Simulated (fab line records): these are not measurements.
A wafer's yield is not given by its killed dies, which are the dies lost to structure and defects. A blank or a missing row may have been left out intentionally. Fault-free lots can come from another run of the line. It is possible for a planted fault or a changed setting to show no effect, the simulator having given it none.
fab line records	flow n5_finfet
record lots=9	wafers=27	last_day=19
route steps=1938 shown FIN_SAQP@136 FIN_CUT@157 BEOL_M4@1111 PASSIVATION@1936
lots untouched by any fault: they come from a run of this same line in which no faults occurred
start_h: hours from the record's first day to the start of the lot's first wafer shown	wait_h: hours elapsed since this lot's preceding step	" as in the row above	L1.1+2: a single row standing in for several wafers	- either no value or no given start	* or withheld: withheld	< > ~ a bound
route shown NAME@n: NAME is a module with steps in the file, n the number in the route of the first one	usual: mean/standard deviation taken from wafers without a fault	same: alike in all rows	chamber/n: place in a boat	sites: each site's reading	_std_site: standard deviation across them	_edge_site: mean of outer sites minus mean of inner sites	radius_mm: for every site, how far away it sits from the centre of the wafer	mask NAME#n: copy n	behind: the most recent tool/chamber to have shaped the wafer	hold: cause of the lot's hold/its duration in hours/its outcome	device: the n, p or np transistor that did not switch	end of line: tests of these same wafers at the route's end	for a step that has no rows: nothing shown but its recipe	killed: count of dies lost to structure and defects at first sort (not the wafer's yield)	map: the dies of a wafer, with x for killed, . for not killed, _ for no die there
set.NAME: the setting that was run; set.NAME@STEP: the one run at that earlier step	model.NAME: the simulator's own value behind a step, which no gauge read
steps of the route over a sample of lots; a table a step, a row a wafer
services: the hour from which a tool's chamber was out of use, counted from the record's first day as start_h (under 0 if before that day), plus the number of hours and why
## steps
# step N5_FIN_SAQP_STRIP_70
# recipe chemistry=N2/H2	power_w=500	temp_c=40	pressure_mtorr=50	rf_frequency_hz=6e+07	overash_fraction=0.3	bias_power_w=28	h2_frac=0.5	n2_flow_sccm=300	h2_flow_sccm=300
# usual chamber_pressure_mTorr=50.00/0.048	drypump_motor_current_A=6.0/0.33	oes_product_au=0.81/0.087	rf_vpp_V=122.0/1.1	showerhead_plenum_p_Torr=3.37/0.15	temp_c=40.00/0.11	throttle_valve_pct=18.88/0.21
lot.wafer	tool	chamber	start_h	wait_h	chamber_pressure_mTorr	drypump_motor_current_A	oes_product_au	rf_hours_counter_h	rf_vpp_V	showerhead_plenum_p_Torr	temp_c	throttle_valve_pct
L667.2	rie_diel-04	2	43.04	0.0	50.05	6.2	0.98	4	123.0	3.30	40.10	18.98
L667.3	"	3	"	"	50.00	6.0	0.77	150	120.6	3.36	40.05	18.84
L667.6	"	3	"	"	50.03	6.0	0.77	-	121.3	3.36	40.00	18.82
L669.3	rie_diel-02	3	55.15	0.0	49.93	5.9	0.77	142	122.3	3.51	39.99	18.96
L669.4	"	2	"	"	49.98	6.4	0.70	-	122.0	3.33	40.15	19.31
L669.6	"	1	"	"	49.93	5.5	0.88	-	124.2	3.55	40.05	18.60
L670.1	rie_diel-05	3	61.43	0.0	50.03	6.3	0.73	198	122.0	3.48	40.06	19.28
L670.2	"	0	"	"	49.97	5.5	0.79	125	122.3	3.51	40.19	18.58
L670.6	"	1	"	"	49.99	5.4	0.80	-	121.2	3.13	39.81	19.06
L680.1	rie_diel-04	1	120.78	0.0	50.03	6.1	0.76	190	121.4	3.20	40.05	18.68
L680.4	"	2	"	"	50.01	6.1	0.89	36	121.7	3.29	39.97	19.03
L680.5	"	2	"	"	49.92	6.1	0.89	-	120.7	3.29	40.12	19.02
L681.3	rie_diel-05	1	127.01	0.0	49.97	5.4	0.77	120	120.3	3.12	39.85	19.09
L681.4	"	1	"	"	50.02	5.4	0.77	-	120.6	3.12	39.92	19.07
L681.5	"	3	"	"	49.99	6.3	0.72	-	122.9	3.46	40.05	19.33
L682.1	rie_diel-04	1	132.73	0.0	49.96	6.1	0.74	195	121.4	3.20	39.96	18.71
L682.3	"	3	"	"	50.09	6.0	0.74	184	121.3	3.34	40.16	18.91
L682.5	"	1	"	"	50.01	6.1	0.74	-	121.1	3.20	40.00	18.69
L685.2	rie_diel-05	0	150.34	0.0	50.00	5.6	0.76	155	123.0	3.49	40.02	18.64
L685.5	"	1	"	"	49.94	5.4	0.77	-	121.1	3.11	40.06	19.10
L685.6	"	0	"	"	50.01	5.6	0.76	-	123.1	3.49	39.96	18.61
L686.1	rie_diel-04	3	156.48	0.0	50.00	6.0	0.73	192	122.1	3.33	40.08	18.90
L686.2	"	1	"	"	50.03	6.1	0.73	201	120.0	3.19	40.14	18.72
L686.3	"	2	"	"	50.02	6.1	0.88	47	121.5	3.28	40.14	19.04
L687.2	rie_diel-04	3	163.21	0.0	50.02	6.0	0.74	194	123.2	3.33	39.89	18.91
L687.4	"	0	"	"	50.02	6.4	0.90	38	121.9	3.55	39.98	18.84
L687.6	"	2	"	"	49.99	6.2	0.87	-	122.9	3.28	40.02	19.05
# step N5_FIN_SAQP_ETCH_34
# recipe chemistry=C4F6/O2	target=SiO2	target_depth_a=450	time_s=15	ion_energy_ev=250	pressure_mtorr=30	source_w=345	bias_w=185	Ar_flow_sccm=300	C4F6_flow_sccm=10	O2_flow_sccm=10	ends=cleared
# usual chamber_pressure_mTorr=30.000/0.026	drypump_motor_current_A=5.9/0.37	etch_rf_on_time_s=14.94/0.18	oes_product_au=0.68/0.07	rf_vpp_V=668/5	showerhead_plenum_p_Torr=2.86/0.13	throttle_valve_pct=20.99/0.19
lot.wafer	tool	chamber	start_h	wait_h	chamber_pressure_mTorr	drypump_motor_current_A	etch_rf_on_time_s	oes_product_au	rf_hours_counter_h	rf_vpp_V	showerhead_plenum_p_Torr	throttle_valve_pct
L667.2	rie_diel-02	3	43.99	0.1	30.002	5.9	15.14	0.66	137	666	2.95	20.71
L667.3	"	3	"	"	30.001	5.9	15.02	0.67	-	666	2.95	20.72
L667.6	"	1	"	"	29.977	5.4	14.95	0.76	-	674	3.03	21.01
L669.3	rie_diel-04	0	55.99	0.0	29.992	6.4	14.77	0.86	1	666	3.03	20.74
L669.4	"	3	"	"	29.990	6.0	14.73	0.67	155	671	2.83	20.84
L669.6	"	3	"	"	30.035	6.0	14.77	0.66	-	671	2.83	20.85
L670.1	rie_diel-02	2	62.27	0.0	30.009	6.4	15.01	0.59	207	673	2.81	21.10
L670.2	"	1	"	"	29.970	5.5	15.08	0.74	41	674	3.02	20.99
L670.6	"	2	"	"	30.043	6.4	14.99	0.60	-	673	2.81	21.13
L680.1	rie_diel-02	3	121.90	0.0	30.018	5.9	15.18	0.64	167	666	2.94	20.77
L680.4	"	0	"	"	30.006	5.3	14.92	0.75	18	664	3.02	20.78
L680.5	"	0	"	"	29.978	5.3	14.82	0.76	-	665	3.02	20.77
L681.3	rie_diel-05	1	129.15	0.0	30.021	5.4	14.87	0.66	121	666	2.64	21.20
L681.4	"	0	"	"	30.023	5.5	15.00	0.66	-	673	2.95	20.82
L681.5	"	3	"	"	30.005	6.4	15.01	0.61	-	663	2.93	21.22
L682.1	rie_diel-05	1	133.73	0.0	29.949	5.4	14.90	0.66	123	666	2.64	21.23
L682.3	"	3	"	"	29.990	6.3	14.76	0.61	223	664	2.93	21.24
L682.5	"	3	"	"	30.031	6.3	15.05	0.60	-	664	2.93	21.24
L685.2	rie_diel-04	0	151.18	0.0	29.982	6.4	14.85	0.77	34	666	3.02	20.79
L685.5	"	3	"	"	30.010	6.0	14.71	0.63	-	672	2.81	20.87
L685.6	"	0	"	"	30.019	6.4	14.79	0.77	-	665	3.02	20.81
L686.1	rie_diel-04	0	157.33	0.0	29.985	6.4	14.83	0.77	36	665	3.02	20.79
L686.2	"	2	"	"	29.969	6.1	14.86	0.75	48	668	2.78	21.23
L686.3	"	1	"	"	30.034	6.1	15.06	0.62	202	657	2.71	20.88
L687.2	rie_diel-05	3	164.07	0.0	29.986	6.3	15.17	0.60	233	665	2.92	21.24
L687.4	"	0	"	"	30.017	5.6	15.11	0.64	160	674	2.95	20.82
L687.6	"	1	"	"	29.992	5.4	15.11	0.65	-	666	2.64	21.23
# step N5_FIN_CUT_COAT_02
# recipe resist=CAR-EUV	spin_rpm=1500	resist_thk_nm=30
# usual spin_speed_rpm=1500.1/1.2
lot.wafer	tool	chamber	start_h	wait_h	spin_speed_rpm
L667.2	litho_track-05	0	44.55	-	1501.1
L667.3	"	0	"	"	1501.9
L667.6	"	0	"	"	1501.1
L669.3	litho_track-05	0	56.50	-	1360.7
L669.4	"	0	"	"	1357.0
L669.6	"	0	"	"	1358.4
L670.1	litho_track-05	0	62.77	-	1359.0
L670.2	"	0	"	"	1358.9
L670.6	"	0	"	"	1358.1
L680.1	litho_track-04	0	122.41	-	1500.9
L680.4	"	0	"	"	1499.7
L680.5	"	0	"	"	1500.4
L681.3	litho_track-05	0	129.66	-	1498.6
L681.4	"	0	"	"	1497.3
L681.5	"	0	"	"	1497.2
L682.1	litho_track-04	0	134.23	-	1500.1
L682.3	"	0	"	"	1500.5
L682.5	"	0	"	"	1500.3
L685.2	litho_track-05	0	151.69	-	1498.7
L685.5	"	0	"	"	1501.7
L685.6	"	0	"	"	1502.5
L686.1	litho_track-04	0	157.83	-	1500.2
L686.2	"	0	"	"	1499.8
L686.3	"	0	"	"	1499.2
L687.2	litho_track-04	0	164.57	-	1500.9
L687.4	"	0	"	"	1500.8
L687.6	"	0	"	"	1499.6
# step N5_FIN_CUT_CD_MEAS_08
# recipe target_cd_nm=29.1	landing_energy_ev=500	detector=se_inlens	polarity=opening
# usual cd_nm=29.09/0.22
lot.wafer	tool	chamber	start_h	wait_h	cd_nm
L667.2	cd_sem-01	0	44.95	-	28.79
L667.3	"	0	"	"	29.32
L667.6	"	0	"	"	29.51
L669.3	cd_sem-02	0	56.76	-	28.74
L669.4	"	0	"	"	28.72
L669.6	"	0	"	"	29.01
L670.1	cd_sem-02	0	63.16	-	29.14
L670.2	"	0	"	"	29.01
L670.6	"	0	"	"	29.20
L680.1	cd_sem-03	0	122.67	-	29.31
L680.4	"	0	"	"	29.06
L680.5	"	0	"	"	29.06
L681.3	cd_sem-03	0	129.92	-	29.30
L681.4	"	0	"	"	28.96
L681.5	"	0	"	"	29.24
L682.1	cd_sem-02	0	134.49	-	29.12
L682.3	"	0	"	"	29.12
L682.5	"	0	"	"	29.03
L685.2	cd_sem-03	0	151.95	-	29.20
L685.5	"	0	"	"	29.06
L685.6	"	0	"	"	29.16
L686.1	cd_sem-02	0	158.10	-	29.24
L686.2	"	0	"	"	29.38
L686.3	"	0	"	"	29.46
L687.2	cd_sem-02	0	164.84	-	28.94
L687.4	"	0	"	"	29.04
L687.6	"	0	"	"	28.88
# step N5_BEOL_M4_RC_MEAS_101
# usual DIBL_N=35.9/1.3	DIBL_P=35.9/1.5	IOFF_N=0.152/0.023	IOFF_P=0.204/0.027	ION_N=673/9.2	ION_P=462/6.7	SS_N=71.4/0.48	SS_P=73.2/0.55	VT_N=250.3/2.6	VT_P=-250.6/3
lot.wafer	tool	chamber	start_h	wait_h	DIBL_N[mV/V]	DIBL_P[mV/V]	IOFF_N[nA/um]	IOFF_P[nA/um]	ION_N[uA/um]	ION_P[uA/um]	SS_N[mV/dec]	SS_P[mV/dec]	VT_N[mV]	VT_P[mV]
L669.3	prober-01	0	208.75	0.3	36.4	35.8	0.154	0.200	679	463	72.0	73.5	249.3	-250.5
L669.4	"	0	"	"	37.3	37.5	0.167	0.220	662	460	71.9	74.8	248.3	-250.0
L669.6	"	0	"	"	35.5	35.5	0.135	0.189	666	463	71.7	72.9	249.8	-253.4
L667.2	prober-02	0	210.39	0.2	36.5	37.3	0.167	0.198	677	461	70.8	74.3	249.8	-253.7
L667.3	"	0	"	"	35.0	36.3	0.150	0.182	679	452	71.0	73.0	252.0	-254.3
L667.6	"	0	"	"	36.1	37.1	0.163	0.197	680	462	71.5	73.2	248.3	-251.2
L670.1	prober-02	0	230.87	0.0	36.6	35.2	0.144	0.217	665	462	71.6	73.5	252.7	-248.6
L670.2	"	0	"	"	37.2	36.9	0.167	0.244	671	464	72.1	74.2	248.3	-249.5
L670.6	"	0	"	"	36.1	34.5	0.141	0.198	659	449	71.9	72.5	253.3	-251.8
L680.1	prober-02	0	276.64	0.0	33.7	32.6	0.112	0.168	658	463	71.3	72.2	254.1	-251.2
L680.4	"	0	"	"	37.4	37.8	0.179	0.235	677	469	71.4	74.2	249.8	-248.6
L680.5	"	0	"	"	35.2	34.0	0.140	0.181	664	458	71.7	72.9	250.1	-250.5
L682.1	prober-02	0	302.23	0.0	34.5	36.0	0.143	0.198	681	470	71.5	73.3	252.2	-248.9
L682.3	"	0	"	"	33.8	35.6	0.137	0.187	665	466	71.2	73.1	253.1	-253.0
L682.5	"	0	"	"	35.7	37.6	0.164	0.223	681	467	71.5	73.5	249.4	-251.9
L681.3	prober-01	0	302.78	0.3	36.5	36.9	0.146	0.178	671	459	70.9	73.0	250.3	-251.8
L681.4	"	0	"	"	36.6	37.0	0.141	0.178	660	451	70.4	72.9	250.9	-254.6
L681.5	"	0	"	"	36.1	36.0	0.139	0.168	674	457	71.4	73.4	249.9	-253.8
L685.2	prober-02	0	313.59	0.2	35.1	35.8	0.128	0.167	669	455	71.1	73.3	255.3	-254.2
L685.5	"	0	"	"	35.0	36.8	0.132	0.175	668	454	71.7	73.4	253.2	-253.3
L685.6	"	0	"	"	35.1	36.6	0.138	0.171	672	456	71.8	73.2	252.9	-257.5
L686.1	prober-01	0	331.94	0.0	41.0	40.4	0.248	0.306	686	469	72.2	74.8	245.1	-245.4
L686.2	"	0	"	"	37.6	35.8	0.157	0.216	667	459	72.2	73.7	251.9	-252.3
L686.3	"	0	"	"	38.4	36.5	0.177	0.238	669	455	71.4	74.4	249.1	-249.1
L687.2	prober-02	0	334.79	0.2	35.3	34.3	0.134	0.219	657	466	71.6	73.2	252.8	-247.0
L687.4	"	0	"	"	35.2	34.4	0.130	0.216	667	471	71.4	72.1	249.9	-247.9
L687.6	"	0	"	"	35.9	35.3	0.146	0.240	678	477	71.1	73.7	251.0	-244.7
# step N5_PASSIVATION_PROBE_49
# usual defect_limited_yield=91.0/1.5	killed_at_M0_to_M3=37/12	killed_at_M4_up=13/5	killed_at_contacts=13/6.1	killed_at_front_end=39/11	killed_at_other=4/3.2	killed_dies=106/17	killed_on_rim=13/4.2	killed_open=69/12	killed_short=35/7.9	sort_bin_4_leakage=0.00/0.007	sort_bin_5_function=5.3/1	sort_bin_6_memory=3.3/0.68	sort_n_pass=1074/17	sort_yield_pct=91.0/1.5
# same gross_dies=1180	killed_at_back_side=0	sort_bin_8_speed[%]=0
lot.wafer	tool	chamber	start_h	wait_h	defect_limited_yield[%]	killed_at_M0_to_M3	killed_at_M4_up	killed_at_contacts	killed_at_front_end	killed_at_other	killed_dies	killed_on_rim	killed_open	killed_short	sort_bin_4_leakage[%]	sort_bin_5_function[%]	sort_bin_6_memory[%]	sort_n_pass	sort_yield_pct[%]
L669.3	prober-01	-	307.47	0.1	92.5	41	9	7	24	8	89	13	59	27	0	4.2	3.1	1091	92.5
L669.4	prober-01	-	307.52	0.2	92.1	30	11	14	28	10	93	12	59	27	0	5.3	2.4	1087	92.1
L669.6	prober-01	-	307.62	0.3	90.6	35	21	9	33	13	111	14	72	38	0	5.5	3.6	1069	90.6
L667.2	prober-02	-	324.28	0.1	92.0	33	23	14	20	4	94	14	60	34	0	4.7	2.9	1086	92.0
L667.3	prober-02	-	324.33	0.1	91.2	33	10	8	51	2	104	11	65	38	0	5.3	3.1	1076	91.2
L667.6	prober-02	-	324.48	0.3	91.7	31	14	23	26	4	98	7	69	29	0	4.8	3.1	1082	91.7
L670.1	prober-01	-	335.31	0.0	89.3	68	16	10	29	3	126	17	80	46	0	6.3	3.9	1054	89.3
L670.2	prober-01	-	335.36	0.1	90.9	55	13	7	31	1	107	14	59	48	0	4.7	3.6	1073	90.9
L670.6	prober-01	-	335.56	0.3	87.5	69	21	11	46	1	148	25	94	54	0	8.0	4.2	1032	87.5
L680.1	prober-01	-	395.42	0.0	93.4	31	17	9	21	0	78	9	52	26	0	3.9	2.4	1102	93.4
L680.4	prober-01	-	395.57	0.2	91.5	32	10	12	41	5	100	12	67	28	0	4.3	3.8	1080	91.5
L680.5	prober-01	-	395.62	0.2	92.2	35	16	13	24	4	92	14	62	27	0	4.4	2.9	1088	92.2
L681.3	prober-02	-	409.56	0.1	92.5	23	9	7	48	2	89	21	59	27	0	4.9	2.5	1091	92.5
L681.4	prober-02	-	409.61	0.2	93.6	19	16	5	32	4	76	8	52	22	0	3.5	2.8	1104	93.6
L681.5	prober-02	-	409.66	0.2	90.0	46	21	14	34	3	118	13	79	38	0	6.1	3.5	1062	90.0
L682.1	prober-02	-	422.62	0.0	91.9	27	9	12	46	1	95	12	54	35	0	3.6	3.6	1085	91.9
L682.3	prober-02	-	422.72	0.1	93.1	15	12	11	43	1	82	7	55	24	0	4.2	2.8	1098	93.1
L682.5	prober-02	-	422.82	0.2	92.5	42	5	4	38	0	89	14	53	26	0	3.4	3.3	1091	92.5
L685.2	prober-02	-	426.34	0.1	89.3	40	16	22	45	3	126	11	100	25	0	6.8	3.9	1054	89.3
L685.5	prober-02	-	426.49	0.2	91.8	32	13	21	29	2	97	13	71	23	0	5.0	3.1	1083	91.8
L685.6	prober-02	-	426.54	0.3	92.4	31	6	19	33	1	90	4	59	31	0	4.7	2.8	1090	92.4
L686.1	prober-01	-	440.72	0.0	88.6	63	10	7	45	10	135	23	88	45	0.08	6.3	4.5	1044	88.5
L686.2	prober-01	-	440.77	0.1	90.0	45	9	5	49	10	118	14	73	45	0	5.1	4.7	1062	90.0
L686.3	prober-01	-	440.82	0.1	91.4	23	15	12	44	7	101	12	58	39	0	5.3	2.7	1079	91.4
L687.2	prober-01	-	449.85	0.1	90.1	47	10	22	34	4	117	15	80	35	0	5.8	4.0	1063	90.1
L687.4	prober-01	-	449.95	0.2	93.2	14	15	17	30	4	80	15	52	26	0	3.7	2.7	1100	93.2
L687.6	prober-01	-	450.05	0.3	91.9	29	12	21	30	4	96	11	69	25	0	5.0	2.9	1084	91.9
# killed by level:class
L669.3 BEOL_M0_SAQP:geometric_particle:open=15 BEOL_M0_SAQP:geometric_particle:short=7 STI_FIN_REVEAL:geometric_particle:open=6 BEOL_M3:geometric_particle:open=6 MOL_CONTACT_COAG:geometric_particle:open=5 BEOL_M2:geometric_particle:open=4 DUMMY_GATE:geometric_particle:open=3 BEOL_M1:geometric_particle:open=3
L669.4 BEOL_M0_SAQP:geometric_particle:short=13 MOL_CONTACT_COAG:geometric_particle:open=10 STI_FIN_REVEAL:geometric_particle:open=8 BEOL_M0_SAQP:geometric_particle:open=8 FIN_SAQP:geometric_particle:open=7 MOL_CONTACT_COAG:geometric_particle:short=4 MIM_BOT:geometric_particle:open=4 FIN_SAQP:geometric_particle:short=3
L669.6 BEOL_M0_SAQP:geometric_particle:open=15 STI_FIN_REVEAL:geometric_particle:open=10 BEOL_M0_SAQP:geometric_particle:short=7 MOL_CONTACT_COAG:geometric_particle:open=6 BEOL_M5:geometric_particle:open=6 BEOL_M4:geometric_particle:open=5 STI_FIN_REVEAL:geometric_particle:short=4 GATE_CUT:geometric_particle:short=4
L667.2 BEOL_M1:geometric_particle:open=15 MOL_CONTACT_COAG:geometric_particle:open=10 BEOL_M4:geometric_particle:open=9 BEOL_M0_SAQP:geometric_particle:short=6 GATE_CUT:geometric_particle:short=5 BEOL_M4:geometric_particle:short=5 MOL_CONTACT_COAG:geometric_particle:short=4 BEOL_M2:geometric_particle:open=4
L667.3 FIN_SAQP:geometric_particle:short=15 BEOL_M0_SAQP:geometric_particle:open=12 FIN_SAQP:geometric_particle:open=11 BEOL_M0_SAQP:geometric_particle:short=7 BEOL_M2:geometric_particle:open=7 MOL_CONTACT_COAG:geometric_particle:open=6 BEOL_M5:geometric_particle:open=6 STI_FIN_REVEAL:geometric_particle:open=4
L667.6 MOL_CONTACT_COAG:geometric_particle:open=17 BEOL_M2:geometric_particle:open=12 BEOL_M5:geometric_particle:open=8 DUMMY_GATE:geometric_particle:open=7 BEOL_M0_SAQP:geometric_particle:short=7 MOL_CONTACT_COAG:geometric_particle:short=6 BEOL_M1:geometric_particle:open=5 FIN_SAQP:geometric_particle:open=4
L670.1 BEOL_M0_SAQP:geometric_particle:open=21 BEOL_M0_SAQP:geometric_particle:short=17 BEOL_M3:geometric_particle:open=12 GATE_CUT:geometric_particle:short=8 BEOL_M4:geometric_particle:open=7 FIN_SAQP:geometric_particle:open=6 MOL_CONTACT_COAG:geometric_particle:open=6 BEOL_M2:geometric_particle:open=6
L670.2 BEOL_M0_SAQP:geometric_particle:open=21 BEOL_M0_SAQP:geometric_particle:short=18 FIN_SAQP:geometric_particle:short=6 GATE_CUT:geometric_particle:short=6 BEOL_M2:geometric_particle:open=5 BEOL_M3:geometric_particle:open=5 STARTING-WAFER:geometric_particle:short=5 MOL_CONTACT_COAG:geometric_particle:short=4
L670.6 BEOL_M0_SAQP:geometric_particle:short=28 BEOL_M0_SAQP:geometric_particle:open=25 BEOL_M4:geometric_particle:open=13 STI_FIN_REVEAL:geometric_particle:open=11 MOL_CONTACT_COAG:geometric_particle:open=10 DUMMY_GATE:geometric_particle:open=8 FIN_SAQP:geometric_particle:open=5 GATE_CUT:geometric_particle:open=5
L680.1 BEOL_M2:geometric_particle:open=10 FIN_SAQP:geometric_particle:open=6 BEOL_M0_SAQP:geometric_particle:short=6 MOL_CONTACT_COAG:geometric_particle:open=5 BEOL_M4:geometric_particle:open=5 MOL_CONTACT_COAG:geometric_particle:short=4 BEOL_M0_SAQP:geometric_particle:open=4 BEOL_M5:geometric_particle:open=4
L680.4 FIN_SAQP:geometric_particle:short=10 FIN_SAQP:geometric_particle:open=10 BEOL_M2:geometric_particle:open=10 MOL_CONTACT_COAG:geometric_particle:open=7 STI_FIN_REVEAL:geometric_particle:open=6 BEOL_M4:geometric_particle:open=6 BEOL_M0_SAQP:geometric_particle:open=5 BEOL_M3:geometric_particle:open=5
L680.5 MOL_CONTACT_COAG:geometric_particle:open=10 BEOL_M1:geometric_particle:open=10 BEOL_M3:geometric_particle:open=7 BEOL_M0_SAQP:geometric_particle:short=6 BEOL_M4:geometric_particle:open=6 BEOL_M5:geometric_particle:open=5 STARTING-WAFER:geometric_particle:short=5 FIN_SAQP:geometric_particle:short=4
L681.3 STI_FIN_REVEAL:geometric_particle:open=10 FIN_SAQP:geometric_particle:open=8 DUMMY_GATE:geometric_particle:open=7 BEOL_M2:geometric_particle:open=7 ILD0:geometric_particle:short=5 MOL_CONTACT_COAG:geometric_particle:open=5 BEOL_M2:geometric_particle:short=4 BEOL_M3:geometric_particle:open=4
L681.4 BEOL_M4:geometric_particle:open=12 STI_FIN_REVEAL:geometric_particle:open=10 BEOL_M2:geometric_particle:open=7 BEOL_M0_SAQP:geometric_particle:open=6 FIN_SAQP:geometric_particle:short=5 STARTING-WAFER:geometric_particle:short=4 MOL_CONTACT_COAG:geometric_particle:open=4 BEOL_M0_SAQP:geometric_particle:short=3
L681.5 BEOL_M0_SAQP:geometric_particle:open=14 BEOL_M4:geometric_particle:open=13 MOL_CONTACT_COAG:geometric_particle:open=12 BEOL_M0_SAQP:geometric_particle:short=10 BEOL_M2:geometric_particle:open=9 STI_FIN_REVEAL:geometric_particle:open=8 BEOL_M3:geometric_particle:open=6 FIN_SAQP:geometric_particle:short=4
L682.1 FIN_SAQP:geometric_particle:open=11 FIN_SAQP:geometric_particle:short=10 MOL_CONTACT_COAG:geometric_particle:open=9 BEOL_M0_SAQP:geometric_particle:open=7 BEOL_M2:geometric_particle:short=6 STI_FIN_REVEAL:geometric_particle:open=5 BEOL_M2:geometric_particle:open=5 HKMG_FIN:area_etch=5
L682.3 STI_FIN_REVEAL:geometric_particle:open=12 MOL_CONTACT_COAG:geometric_particle:open=8 STARTING-WAFER:geometric_particle:open=6 DUMMY_GATE:geometric_particle:open=5 FIN_SAQP:geometric_particle:short=4 FIN_SAQP:geometric_particle:open=4 STARTING-WAFER:geometric_particle:short=4 GATE_CUT:geometric_particle:short=3
L682.5 BEOL_M3:geometric_particle:open=14 BEOL_M0_SAQP:geometric_particle:open=12 STI_FIN_REVEAL:geometric_particle:open=10 HKMG_FIN:area_etch=7 BEOL_M0_SAQP:geometric_particle:short=6 FIN_SAQP:geometric_particle:short=4 BEOL_M2:geometric_particle:short=4 FIN_SAQP:geometric_particle:open=3
L685.2 MOL_CONTACT_COAG:geometric_particle:open=19 FIN_SAQP:geometric_particle:open=16 STI_FIN_REVEAL:geometric_particle:open=12 BEOL_M2:geometric_particle:open=12 BEOL_M0_SAQP:geometric_particle:open=7 DUMMY_GATE:geometric_particle:open=5 BEOL_M1:geometric_particle:open=5 BEOL_M3:geometric_particle:open=5
L685.5 MOL_CONTACT_COAG:geometric_particle:open=19 FIN_SAQP:geometric_particle:open=9 BEOL_M2:geometric_particle:open=8 BEOL_M3:geometric_particle:open=6 GATE_CUT:geometric_particle:short=5 STI_FIN_REVEAL:geometric_particle:open=4 BEOL_M0_SAQP:geometric_particle:open=4 BEOL_M4:geometric_particle:open=4
L685.6 MOL_CONTACT_COAG:geometric_particle:open=15 FIN_SAQP:geometric_particle:open=10 BEOL_M2:geometric_particle:open=9 FIN_SAQP:geometric_particle:short=6 BEOL_M2:geometric_particle:short=6 BEOL_M0_SAQP:geometric_particle:short=5 BEOL_M0_SAQP:geometric_particle:open=5 GATE_CUT:geometric_particle:short=4
L686.1 BEOL_M3:geometric_particle:open=17 STI_FIN_REVEAL:geometric_particle:open=14 BEOL_M0_SAQP:geometric_particle:open=11 BEOL_M2:geometric_particle:open=11 BEOL_M0_SAQP:geometric_particle:short=9 FIN_SAQP:geometric_particle:short=8 MOL_CONTACT_COAG:geometric_particle:open=5 BEOL_M3:geometric_particle:short=5
L686.2 BEOL_M3:geometric_particle:open=13 STI_FIN_REVEAL:geometric_particle:open=12 FIN_SAQP:geometric_particle:open=11 FIN_SAQP:geometric_particle:short=10 BEOL_M0_SAQP:geometric_particle:short=9 BEOL_M2:geometric_particle:open=8 BEOL_M0_SAQP:geometric_particle:open=6 BEOL_M4:geometric_particle:open=5
L686.3 MOL_CONTACT_COAG:geometric_particle:open=10 STI_FIN_REVEAL:geometric_particle:open=10 BEOL_M4:geometric_particle:open=8 FIN_SAQP:geometric_particle:short=7 BEOL_M0_SAQP:geometric_particle:short=7 FIN_SAQP:geometric_particle:open=6 BEOL_M0_SAQP:geometric_particle:open=6 BEOL_M2:geometric_particle:open=5
L687.2 MOL_CONTACT_COAG:geometric_particle:open=18 BEOL_M2:geometric_particle:open=18 FIN_SAQP:geometric_particle:short=14 DUMMY_GATE:geometric_particle:open=8 BEOL_M3:geometric_particle:open=7 BEOL_M0_SAQP:geometric_particle:open=6 BEOL_M0:geometric_particle:open=5 FIN_SAQP:geometric_particle:open=4
L687.4 MOL_CONTACT_COAG:geometric_particle:open=16 FIN_SAQP:geometric_particle:short=7 BEOL_M2:geometric_particle:open=5 FIN_SAQP:geometric_particle:open=4 BEOL_M6:geometric_particle:open=4 STI_FIN_REVEAL:geometric_particle:open=3 DUMMY_GATE:geometric_particle:short=3 GATE_CUT:geometric_particle:short=3
L687.6 MOL_CONTACT_COAG:geometric_particle:open=16 DUMMY_GATE:geometric_particle:open=12 BEOL_M2:geometric_particle:open=10 BEOL_M0:geometric_particle:short=5 BEOL_M3:geometric_particle:open=5 MOL_CONTACT_COAG:geometric_particle:short=4 BEOL_M4:geometric_particle:open=4 FIN_SAQP:geometric_particle:open=3
## services
tool	chamber	start_h	hours	kind
rie_diel-02	2	26.16	26.8	repair
rie_diel-05	3	33.07	9.2	repair
rie_diel-04	0	35.14	-	clean
rie_diel-04	0	35.14	-	consumable_replace:focus_ring
rie_diel-04	0	35.14	-	consumable_replace:showerhead
rie_diel-04	0	35.14	17.0	scheduled_down
rie_diel-04	0	35.14	17.0	vent_cycle
rie_diel-02	0	52.92	-	clean
rie_diel-02	0	52.92	-	consumable_replace:focus_ring
rie_diel-02	0	52.92	-	consumable_replace:showerhead
rie_diel-02	0	52.92	17.0	scheduled_down
rie_diel-02	0	52.92	17.0	vent_cycle
rie_diel-05	2	60.80	8.2	repair
rie_diel-02	-	85.35	0.4	repair
rie_diel-05	2	108.52	-	clean
rie_diel-05	2	108.52	-	consumable_replace:focus_ring
rie_diel-05	2	108.52	-	consumable_replace:showerhead
rie_diel-05	2	108.52	29.3	scheduled_down
rie_diel-05	2	108.52	29.3	vent_cycle
rie_diel-02	2	113.74	6.6	repair
## key
first_sign step=N5_FIN_CUT_COAT_02	reading=spin_speed_rpm	direction=down	sigmas=99+	usual=*	struck=*
effect none on later readings
met_at N5_FIN_CUT_COAT_02
struck_lots L669,L670
not_acting_at N5_FIN_SAQP_STRIP_70,N5_FIN_SAQP_ETCH_34,N5_FIN_CUT_CD_MEAS_08
onset_between 44.55 56.50
fault kind=process_parameter_drift	tool=litho_track-05	chamber=-	onset_h=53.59	steps=N5_FIN_CUT_COAT_02	channel=spin_rpm	offset=*	shape=step	end_h=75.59	acts_in=*	stated=*
